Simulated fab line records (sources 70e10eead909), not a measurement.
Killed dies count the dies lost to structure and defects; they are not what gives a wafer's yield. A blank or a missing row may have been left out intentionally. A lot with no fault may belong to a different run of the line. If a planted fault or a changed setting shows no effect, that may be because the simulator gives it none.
fab line records	flow nandHarc
record lots=24	wafers=72	lastDay=33
route steps=1302 shown A_WL_FILL@977 A_CONTACT@985
lots with no fault: from the same line, run without faults
startH: start of the lot's first displayed wafer, in hours after the record's first day	waitH: hours from the lot's prior step to this one	" same as the row above	L1.1+2: several wafers, shown together as one row	- either no value or no given start	* or withheld: withheld	< > ~ a bound
route shown NAME@n: names a module that has steps shown in the file, with the first one's number in the route	usual: the fault-free wafers' mean and standard deviation	same: alike in all rows	chamber/n: place in a boat	sites: each site's reading	_std_site: how widely they spread, as a standard deviation	_edge_site: mean of outer sites minus mean of inner sites	radiusMm: for every site, how far away it sits from the centre of the wafer	mask NAME#n: copy n	behind: the tool/chamber that last shaped the wafer	hold: cause of the lot's hold/its duration in hours/its outcome	device: which transistor (n, p or np) failed to switch	end of line: tests of these same wafers at the route's end	a step with no rows: only its recipe	killed: the dies lost at the first sort to structure and to defects; this is not the yield of the wafer	map: the dies of a wafer, with x for killed, . for not killed, _ for no die there
set.NAME: the setting the step ran with; set.NAME@STEP: the setting that earlier step ran with	model.NAME: the simulator's own value behind a step, which no gauge read
a sample of lots followed through the steps of the route, with each step as a table and each wafer as a row
services: a tool's chamber out of use, with start hour (startH, from the record's first day; less than 0 if before it), hours out, and reason
## steps
# step NHARC_A_WL_FILL_CMP_12
# recipe tOverpolishS=30	targetThkNm=100
# usual motorCurrentA=12.2/1.3	overpolishRunS=30.001/0.0098	timeToEndpointS=20.5/2.3
lot.wafer	tool	chamber	startH	waitH	motorCurrentA	overpolishRunS	timeToEndpointS
L074.1	cmp-03	0	488.48	0.1	9.9	29.985	22.2
L074.4	"	2	"	"	12.7	30.006	23.1
L074.3	"	3	"	"	12.5	30.000	22.4
L076.2	cmp-01	2	500.33	0.2	11.6	30.000	19.5
L076.1	"	3	"	"	11.0	29.984	18.5
L076.3	"	1	"	"	14.5	30.010	20.6
L075.3	cmp-03	2	500.46	0.1	12.1	29.993	18.4
L075.4	"	0	"	"	11.2	30.001	19.6
L075.6	"	3	"	"	12.8	30.004	18.5
L077.2	cmp-01	1	509.88	0.2	15.3	30.002	24.9
L077.1	"	3	"	"	10.8	29.992	22.1
L077.5	"	0	"	"	11.1	30.016	26.1
L079.2	cmp-03	3	520.66	0.1	13.1	29.986	18.3
L079.3	"	1	"	"	11.9	29.991	21.7
L079.5	"	3	"	"	12.4	29.999	17.6
L078.2	cmp-01	1	530.99	0.1	15.2	30.012	21.6
L078.3	"	0	"	"	11.0	30.002	24.3
L078.6	"	2	"	"	11.6	30.027	23.0
L080.1	cmp-01	1	533.87	0.2	14.6	30.004	23.7
L080.3	"	2	"	"	12.2	29.982	25.8
L080.6	"	0	"	"	11.4	29.991	24.3
L081.3	cmp-03	1	534.01	0.1	11.8	29.995	22.4
L081.1	"	2	"	"	12.1	30.002	17.4
L081.5	"	1	"	"	12.0	29.993	24.0
L083.2	cmp-01	1	584.72	0.2	14.9	29.997	21.2
L083.4	"	0	"	"	11.5	29.990	22.8
L083.5	"	2	"	"	12.1	29.992	22.9
L084.4	cmp-02	1	587.98	0.1	12.4	30.007	25.0
L084.3	"	2	"	"	13.3	30.027	23.1
L084.1	"	0	"	"	11.0	30.013	22.9
L082.1	cmp-01	1	588.02	0.2	15.0	29.997	20.0
L082.4	"	2	"	"	11.9	29.979	20.0
L082.5	"	2	"	"	11.7	29.996	21.4
L085.3	cmp-01	0	592.60	0.1	11.0	29.995	19.8
L085.2	"	2	"	"	11.8	30.003	19.7
L085.4	"	3	"	"	11.1	30.018	18.4
L088.1	cmp-01	3	608.39	0.2	11.6	30.001	18.8
L088.3	"	1	"	"	15.4	30.001	21.6
L088.5	"	0	"	"	11.7	29.997	21.7
L086.1	cmp-03	3	608.42	0.1	12.6	30.008	20.1
L086.4	"	2	"	"	12.2	29.989	19.7
L086.5	"	0	"	"	11.0	30.018	21.4
L089.2	cmp-03	0	628.93	0.2	10.6	30.013	21.6
L089.5	"	3	"	"	13.1	30.006	18.2
L089.6	"	0	"	"	10.3	30.017	19.7
L090.4	cmp-02	2	653.77	0.1	12.9	30.018	17.4
L090.1	"	3	"	"	11.8	30.008	17.3
L090.5	"	1	"	"	12.6	30.001	19.4
L087.3	cmp-03	1	661.59	0.1	12.3	29.987	20.3
L087.2	"	2	"	"	12.6	30.012	18.1
L087.1	"	0	"	"	10.8	29.996	20.3
L091.2	cmp-01	0	661.64	0.2	11.6	30.002	21.2
L091.6	"	2	"	"	12.3	30.009	20.5
L091.5	"	3	"	"	11.7	30.014	19.8
L092.3	cmp-03	0	672.60	0.2	10.2	29.986	19.3
L092.5	"	2	"	"	12.9	29.994	20.0
L092.6	"	3	"	"	13.4	30.007	18.5
L096.2	cmp-01	2	690.32	0.2	11.6	30.000	19.3
L096.4	"	3	"	"	10.5	29.998	19.7
L096.5	"	1	"	"	15.3	30.011	17.8
L094.3	cmp-02	2	690.46	0.1	13.1	30.023	21.2
L094.2	"	3	"	"	11.6	29.996	19.7
L094.1	"	0	"	"	10.9	29.990	19.9
L095.2	cmp-02	2	700.31	0.2	12.9	29.999	18.8
L095.4	"	3	"	"	12.0	30.010	19.6
L095.5	"	1	"	"	11.8	30.010	24.0
L093.2	cmp-03	0	703.93	0.2	10.0	29.997	17.7
L093.3	"	1	"	"	11.2	29.997	17.2
L093.1	"	2	"	"	13.0	29.992	18.7
L097.1	cmp-03	2	710.30	0.1	11.9	30.002	20.8
L097.5	"	2	"	"	12.1	30.004	21.2
L097.6	"	3	"	"	13.5	29.987	19.2
# step NHARC_A_CONTACT_DEP_28
# recipe targetThkA=70000	tempC=400	material=aC
# usual throttleValvePct=35.000/0.009
lot.wafer	tool	chamber	startH	waitH	throttleValvePct
L074.1	aclDep-02	0	490.95	1.3	34.988
L074.3	"	0	492.35	2.7	34.989
L074.4	"	0	"	"	35.008
L076.1	aclDep-02	0	502.74	1.3	35.003
L076.2	"	0	"	"	35.019
L076.3	"	0	"	"	35.008
L075.3	aclDep-01	0	505.15	3.4	34.996
L075.4	"	0	"	"	34.986
L075.6	"	0	507.28	5.5	34.996
L077.1	aclDep-01	0	511.01	0.1	34.994
L077.2	"	0	"	"	35.001
L077.5	"	0	513.87	2.9	35.000
L079.2	aclDep-03	0	522.53	0.8	35.004
L079.3	"	0	"	"	35.006
L079.5	"	0	524.65	2.9	34.998
L078.2	aclDep-03	0	532.86	0.8	34.988
L078.3	"	0	"	"	34.998
L078.6	"	0	535.75	3.7	35.000
L080.1	aclDep-03	0	536.48	1.6	34.995
L080.3	"	0	537.89	3.0	34.980
L080.6	"	0	540.02	5.1	35.012
L081.1	aclDep-01	0	536.57	1.5	35.002
L081.3	"	0	537.99	2.9	35.001
L081.5	"	0	539.41	4.3	34.989
L083.2	aclDep-02	0	588.20	2.4	34.993
L083.4	"	0	589.63	3.8	34.995
L083.5	"	0	"	"	34.980
L084.1	aclDep-01	0	591.18	2.1	35.002
L084.3	"	0	592.58	3.5	34.985
L084.4	"	0	"	"	34.999
L082.1	aclDep-02	0	591.76	2.7	35.004
L082.4	"	0	593.85	4.7	34.997
L082.5	"	0	"	"	34.983
L085.2	aclDep-03	0	597.29	3.6	35.013
L085.3	"	0	"	"	35.004
L085.4	"	0	"	"	35.008
L088.1	aclDep-03	0	611.04	1.5	34.997
L088.3	"	0	612.44	2.9	35.002
L088.5	"	0	613.85	4.3	35.005
L086.1	aclDep-02	0	611.21	1.6	35.012
L086.4	"	0	613.34	3.8	35.008
L086.5	"	0	"	"	35.001
L089.2	aclDep-03	0	632.05	2.1	34.994
L089.5	"	0	634.18	4.2	35.007
L089.6	"	0	"	"	35.013
L090.1	aclDep-03	0	654.90	0.1	35.017
L090.4	"	0	657.01	2.2	34.995
L090.5	"	0	"	"	34.977
L091.2	aclDep-03	0	664.19	1.5	34.992
L091.5	"	0	666.34	3.7	34.996
L091.6	"	0	"	"	35.004
L087.1	aclDep-01	0	665.01	2.3	34.996
L087.2	"	0	"	"	35.002
L087.3	"	0	"	"	34.992
L092.3	aclDep-02	0	677.12	3.5	35.004
L092.5	"	0	678.54	4.9	35.001
L092.6	"	0	"	"	34.990
L094.1	aclDep-01	0	692.37	0.9	34.988
L094.2	"	0	"	"	34.998
L094.3	"	0	"	"	34.991
L096.2	aclDep-03	0	692.51	1.1	34.992
L096.4	"	0	693.92	2.5	35.005
L096.5	"	0	"	"	34.985
L095.2	aclDep-01	0	702.13	0.8	35.004
L095.4	"	0	703.55	2.2	34.999
L095.5	"	0	"	"	35.014
L093.1	aclDep-03	0	706.66	1.6	35.009
L093.2	"	0	"	"	35.006
L093.3	"	0	"	"	34.993
L097.1	aclDep-01	0	712.19	0.8	34.990
L097.5	"	0	715.08	3.7	34.997
L097.6	"	0	"	"	34.991
# step NHARC_A_CONTACT_ETCH_113
# recipe sourceW=withheld	pressureMtorr=20	biasV=3000	timeS=190	targetDepthA=18500	arFlowSccm=withheld	c4f8FlowSccm=withheld	o2FlowSccm=withheld	chemistry=C4F8/O2/Ar
lot.wafer	tool	chamber	startH	waitH	rfHoursCounterH
L074.1	harCapEtch-02	0	498.41	0.2	83
L074.3	"	1	"	"	-
L074.4	"	0	"	"	-
L076.1	harCapEtch-03	1	509.94	0.1	42
L076.2	"	0	"	"	42
L076.3	"	0	"	"	-
L075.4	harCapEtch-03	0	512.58	0.1	-
L075.3	"	1	"	"	-
L075.6	"	0	"	"	-
L077.1	harCapEtch-01	1	518.43	0.1	0
L077.2	"	0	"	"	0
L077.5	"	0	"	"	-
L079.2	harCapEtch-02	0	529.48	0.1	90
L079.3	"	0	"	"	-
L079.5	"	1	"	"	-
L078.2	harCapEtch-01	0	540.39	0.1	5
L078.3	"	0	"	"	-
L078.6	"	1	"	"	-
L080.1	harCapEtch-03	0	543.88	0.1	52
L080.3	"	0	"	"	-
L080.6	"	0	"	"	-
L081.1	harCapEtch-01	1	544.09	0.1	8
L081.3	"	0	"	"	-
L081.5	"	0	"	"	-
L083.2	harCapEtch-03	0	594.88	0.1	57
L083.4	"	0	"	"	-
L083.5	"	1	"	"	-
L084.1	harCapEtch-01	0	598.86	0.1	13
L084.3	"	1	"	"	-
L084.4	"	0	"	"	-
L082.1	harCapEtch-02	0	599.53	0.1	98
L082.4	"	1	"	"	-
L082.5	"	0	"	"	-
L085.2	harCapEtch-03	0	603.96	0.1	60
L085.4	"	0	"	"	-
L085.3	"	1	"	"	-
L088.1	harCapEtch-03	0	618.47	0.1	64
L088.3	"	0	"	"	-
L088.5	"	1	"	"	-
L086.1	harCapEtch-01	1	618.79	0.1	19
L086.4	"	0	"	"	-
L086.5	"	1	"	"	-
L089.2	harCapEtch-01	0	638.72	0.1	22
L089.6	"	0	"	"	-
L089.5	"	1	"	"	-
L090.1	harCapEtch-03	0	662.28	0.2	70
L090.4	"	0	"	"	-
L090.5	"	1	"	"	-
L091.2	harCapEtch-02	0	670.77	0.1	110
L091.6	"	0	"	"	-
L091.5	"	1	"	"	-
L087.1	harCapEtch-01	0	672.24	0.1	26
L087.2	"	1	"	"	26
L087.3	"	0	"	"	-
L092.3	harCapEtch-02	0	683.15	0.1	-
L092.6	"	0	"	"	-
L092.5	"	1	"	"	-
L096.2	harCapEtch-01	0	699.04	0.1	31
L096.4	"	1	"	"	-
L096.5	"	0	"	"	-
L094.1	harCapEtch-02	1	699.57	0.1	118
L094.2	"	0	"	"	118
L094.3	"	0	"	"	-
L095.2	harCapEtch-01	0	708.82	0.1	34
L095.4	"	0	"	"	-
L095.5	"	1	"	"	-
L093.2	harCapEtch-02	0	714.06	0.1	122
L093.1	"	1	"	"	122
L093.3	"	0	"	"	-
L097.1	harCapEtch-02	1	720.20	0.1	124
L097.6	"	1	"	"	-
L097.5	"	0	"	"	-
# step NHARC_A_CONTACT_ETCH_122
# recipe sourceW=withheld	pressureMtorr=20	biasV=3000	timeS=190	targetDepthA=18500	arFlowSccm=withheld	c4f8FlowSccm=withheld	o2FlowSccm=withheld	chemistry=C4F8/O2/Ar
lot.wafer	tool	chamber	startH	waitH	rfHoursCounterH
L074.1	harCapEtch-02	0	500.46	0.2	84
L074.3	"	1	"	"	-
L074.4	"	0	"	"	-
L076.1	harCapEtch-03	1	511.47	0.1	44
L076.2	"	0	"	"	44
L076.3	"	0	"	"	-
L075.4	harCapEtch-03	0	514.13	0.1	-
L075.3	"	1	"	"	-
L075.6	"	0	"	"	-
L077.1	harCapEtch-01	1	519.98	0.1	2
L077.2	"	0	"	"	2
L077.5	"	0	"	"	-
L079.2	harCapEtch-02	0	531.02	0.1	91
L079.3	"	0	"	"	-
L079.5	"	1	"	"	-
L078.2	harCapEtch-01	0	541.93	0.1	7
L078.3	"	0	"	"	-
L078.6	"	1	"	"	-
L080.1	harCapEtch-03	0	545.43	0.1	53
L080.3	"	0	"	"	-
L080.6	"	0	"	"	-
L081.1	harCapEtch-01	1	545.64	0.1	9
L081.3	"	0	"	"	-
L081.5	"	0	"	"	-
L083.2	harCapEtch-03	0	596.42	0.1	59
L083.4	"	0	"	"	-
L083.5	"	1	"	"	-
L084.1	harCapEtch-01	0	600.39	0.1	14
L084.3	"	1	"	"	-
L084.4	"	0	"	"	-
L082.1	harCapEtch-02	0	601.06	0.1	100
L082.4	"	1	"	"	-
L082.5	"	0	"	"	-
L085.2	harCapEtch-03	0	605.50	0.1	61
L085.4	"	0	"	"	-
L085.3	"	1	"	"	-
L088.1	harCapEtch-03	0	620.00	0.1	65
L088.3	"	0	"	"	-
L088.5	"	1	"	"	-
L086.1	harCapEtch-01	1	620.33	0.1	20
L086.4	"	0	"	"	-
L086.5	"	1	"	"	-
L089.2	harCapEtch-01	0	640.27	0.1	24
L089.6	"	0	"	"	-
L089.5	"	1	"	"	-
L090.1	harCapEtch-03	0	664.19	0.1	72
L090.4	"	0	"	"	-
L090.5	"	1	"	"	-
L091.2	harCapEtch-02	0	672.32	0.1	111
L091.6	"	0	"	"	-
L091.5	"	1	"	"	-
L087.1	harCapEtch-01	0	673.77	0.1	27
L087.2	"	1	"	"	27
L087.3	"	0	"	"	-
L092.3	harCapEtch-02	0	684.70	0.1	-
L092.6	"	0	"	"	-
L092.5	"	1	"	"	-
L096.2	harCapEtch-01	0	700.58	0.1	33
L096.4	"	1	"	"	-
L096.5	"	0	"	"	-
L094.1	harCapEtch-02	1	701.11	0.1	119
L094.2	"	0	"	"	119
L094.3	"	0	"	"	-
L095.2	harCapEtch-01	0	710.36	0.1	35
L095.4	"	0	"	"	-
L095.5	"	1	"	"	-
L093.2	harCapEtch-02	0	715.60	0.1	123
L093.1	"	1	"	"	123
L093.3	"	0	"	"	-
L097.1	harCapEtch-02	1	721.75	0.1	125
L097.6	"	1	"	"	-
L097.5	"	0	"	"	-
# step NHARC_A_CONTACT_DEP_57
# recipe targetThkA=53000	tempC=400	material=aC
# usual throttleValvePct=34.998/0.0098
lot.wafer	tool	chamber	startH	waitH	throttleValvePct
L074.1	aclDep-03	0	504.79	-	35.009
L074.3	"	0	505.87	-	34.995
L074.4	"	0	"	"	34.999
L076.1	aclDep-02	0	513.83	-	34.998
L076.2	"	0	"	"	34.989
L076.3	"	0	"	"	34.999
L075.3	aclDep-02	0	518.13	-	34.998
L075.4	"	0	"	"	34.992
L075.6	"	0	519.72	-	34.998
L077.1	aclDep-01	0	522.86	-	35.001
L077.2	"	0	"	"	35.005
L077.5	"	0	525.05	-	34.998
L079.2	aclDep-02	0	533.88	-	35.016
L079.3	"	0	"	"	34.994
L079.5	"	0	535.46	-	34.997
L078.2	aclDep-03	0	544.86	-	34.992
L078.3	"	0	"	"	34.997
L078.6	"	0	547.01	-	34.982
L080.1	aclDep-01	0	548.34	-	35.022
L080.3	"	0	549.41	-	34.990
L080.6	"	0	551.01	-	35.003
L081.1	aclDep-03	0	549.38	-	34.988
L081.3	"	0	550.46	-	35.003
L081.5	"	0	551.53	-	35.007
L083.2	aclDep-01	0	601.46	-	34.996
L083.4	"	0	602.54	-	35.004
L083.5	"	0	"	"	35.002
L084.1	aclDep-03	0	603.38	-	35.011
L084.3	"	0	604.45	-	34.991
L084.4	"	0	"	"	35.008
L082.1	aclDep-02	0	603.98	-	34.982
L082.4	"	0	605.63	-	35.005
L082.5	"	0	"	"	35.010
L085.2	aclDep-03	0	608.37	-	35.012
L085.3	"	0	"	"	34.982
L085.4	"	0	"	"	34.984
L088.1	aclDep-03	0	626.24	-	34.981
L088.3	"	0	627.31	-	34.992
L088.5	"	0	628.38	-	35.004
L086.1	aclDep-01	0	627.77	-	34.990
L086.4	"	0	629.40	-	34.989
L086.5	"	0	"	"	34.986
L089.2	aclDep-03	0	643.28	-	35.019
L089.5	"	0	644.89	-	34.997
L089.6	"	0	"	"	35.019
L090.1	aclDep-01	0	669.25	-	35.009
L090.4	"	0	670.89	-	34.996
L090.5	"	0	"	"	35.012
L091.2	aclDep-01	0	678.66	-	34.983
L091.5	"	0	680.26	-	35.009
L091.6	"	0	"	"	34.988
L087.1	aclDep-03	0	680.78	-	34.998
L087.2	"	0	"	"	34.998
L087.3	"	0	"	"	34.995
L092.3	aclDep-01	0	688.50	-	35.001
L092.5	"	0	689.58	-	34.990
L092.6	"	0	"	"	34.995
L094.1	aclDep-03	0	703.42	-	35.000
L094.2	"	0	"	"	35.002
L094.3	"	0	"	"	35.002
L096.2	aclDep-02	0	703.58	-	35.001
L096.4	"	0	704.66	-	34.995
L096.5	"	0	"	"	34.995
L095.2	aclDep-03	0	713.34	-	35.001
L095.4	"	0	714.42	-	35.002
L095.5	"	0	"	"	34.994
L093.1	aclDep-03	0	721.75	-	34.982
L093.2	"	0	"	"	34.987
L093.3	"	0	"	"	34.996
L097.1	aclDep-02	0	725.75	-	35.015
L097.5	"	0	727.90	-	34.999
L097.6	"	0	"	"	35.007
# step NHARC_A_CONTACT_OVL_MEAS_70
# usual overlayXNm=-0.3/0.82	overlayYNm=0.0/0.72
lot.wafer	tool	chamber	startH	waitH	overlayXNm	overlayYNm
L074.1	overlay-02	-	508.72	-	-0.8	0.2
L074.3	"	-	"	"	-0.4	-0.2
L074.4	"	-	"	"	-0.7	0.2
L076.1	overlay-02	-	517.89	-	-0.4	1.7
L076.2	"	-	"	"	-0.5	1.8
L076.3	"	-	"	"	-0.2	2.2
L075.3	overlay-02	-	520.97	-	-0.4	-1.1
L075.4	"	-	"	"	-0.3	-0.6
L075.6	"	-	"	"	-0.2	-1.0
L077.1	overlay-02	-	526.85	-	1.0	-0.4
L077.2	"	-	"	"	0.6	-1.0
L077.5	"	-	"	"	0.7	-0.4
L079.2	overlay-02	-	537.34	-	0.9	0.5
L079.3	"	-	"	"	0.4	0.4
L079.5	"	-	"	"	0.6	0.4
L078.2	overlay-02	-	548.27	-	-0.7	0.1
L078.3	"	-	"	"	-0.6	0.0
L078.6	"	-	"	"	-1.0	0.0
L080.1	overlay-02	-	552.38	-	1.4	0.4
L080.3	"	-	"	"	0.9	0.4
L080.6	"	-	"	"	1.1	0.8
L081.1	overlay-02	-	553.43	-	-1.4	0.0
L081.3	"	-	"	"	-1.1	0.5
L081.5	"	-	"	"	-1.4	-0.6
L083.2	overlay-01	-	604.98	-	-0.9	-1.2
L083.4	"	-	"	"	-0.4	-1.2
L083.5	"	-	"	"	-0.3	-0.9
L084.1	overlay-01	-	607.43	-	-0.7	0.4
L084.3	"	-	"	"	-1.1	0.3
L084.4	"	-	"	"	-0.1	0.5
L082.1	overlay-02	-	608.10	-	0.3	-0.2
L082.4	"	-	"	"	0.5	-0.2
L082.5	"	-	"	"	0.2	-0.5
L085.2	overlay-01	-	611.87	-	-1.2	0.1
L085.3	"	-	"	"	-2.1	0.4
L085.4	"	-	"	"	-1.6	0.1
L088.1	overlay-01	-	630.15	-	-0.7	0.6
L088.3	"	-	"	"	-0.8	0.5
L088.5	"	-	"	"	-0.2	0.8
L086.1	overlay-01	-	631.76	-	-0.1	-0.1
L086.4	"	-	"	"	-0.9	-0.6
L086.5	"	-	"	"	-0.3	-0.2
L089.2	overlay-02	-	646.67	-	-0.7	0.1
L089.5	"	-	"	"	0.1	-0.5
L089.6	"	-	"	"	-0.1	0.1
L090.1	overlay-01	-	673.23	-	0.2	-0.3
L090.4	"	-	"	"	0.1	0.3
L090.5	"	-	"	"	-0.2	0.2
L091.2	overlay-02	-	682.17	-	1.2	0.7
L091.5	"	-	"	"	0.9	0.3
L091.6	"	-	"	"	1.0	1.2
L087.1	overlay-02	-	684.72	-	-0.6	0.0
L087.2	"	-	"	"	0.3	0.1
L087.3	"	-	"	"	0.0	-0.2
L092.3	overlay-02	-	691.49	-	-0.9	-0.1
L092.5	"	-	"	"	-0.4	-0.9
L092.6	"	-	"	"	-0.6	-0.6
L096.2	overlay-01	-	706.98	-	1.4	-0.9
L096.4	"	-	"	"	0.6	-0.9
L096.5	"	-	"	"	0.9	-0.6
L094.1	overlay-01	-	707.48	-	-1.4	1.4
L094.2	"	-	"	"	-1.3	1.1
L094.3	"	-	"	"	-1.6	0.9
L095.2	overlay-02	-	716.75	-	-1.2	-0.3
L095.4	"	-	"	"	-1.6	-0.8
L095.5	"	-	"	"	-1.6	-0.7
L093.1	overlay-02	-	725.82	-	-1.5	-0.6
L093.2	"	-	"	"	-1.6	-0.5
L093.3	"	-	"	"	-1.6	-0.9
L097.1	overlay-01	-	729.84	-	1.4	-0.4
L097.5	"	-	"	"	0.8	-0.6
L097.6	"	-	"	"	-0.1	-0.9
## services
tool	chamber	startH	hours	kind
cmp-01	-	479.50	4.0	pm
cmp-02	-	483.73	1.7	repair
aclDep-03	-	484.23	13.0	pm
harCapEtch-01	-	497.03	17.0	pm
cmp-03	-	504.32	11.6	repair
cmp-02	-	526.51	4.0	pm
cmp-01	-	535.74	0.5	repair
cmp-02	-	536.61	3.4	repair
aclDep-01	-	551.55	13.0	pm
cmp-03	-	554.00	4.0	pm
cmp-02	-	562.49	3.4	repair
cmp-01	-	577.50	4.0	pm
cmp-02	-	613.81	2.0	repair
aclDep-02	-	615.47	13.0	pm
cmp-02	-	624.51	4.0	pm
harCapEtch-03	-	631.25	1.4	repair
cmp-01	-	636.53	3.8	repair
cmp-01	-	644.94	1.0	repair
cmp-03	-	648.69	2.1	repair
cmp-02	-	651.59	0.9	repair
cmp-03	-	652.00	4.0	pm
aclDep-03	-	667.78	13.0	pm
cmp-01	-	675.50	4.0	pm
cmp-03	-	694.61	0.8	repair
## key
fault none
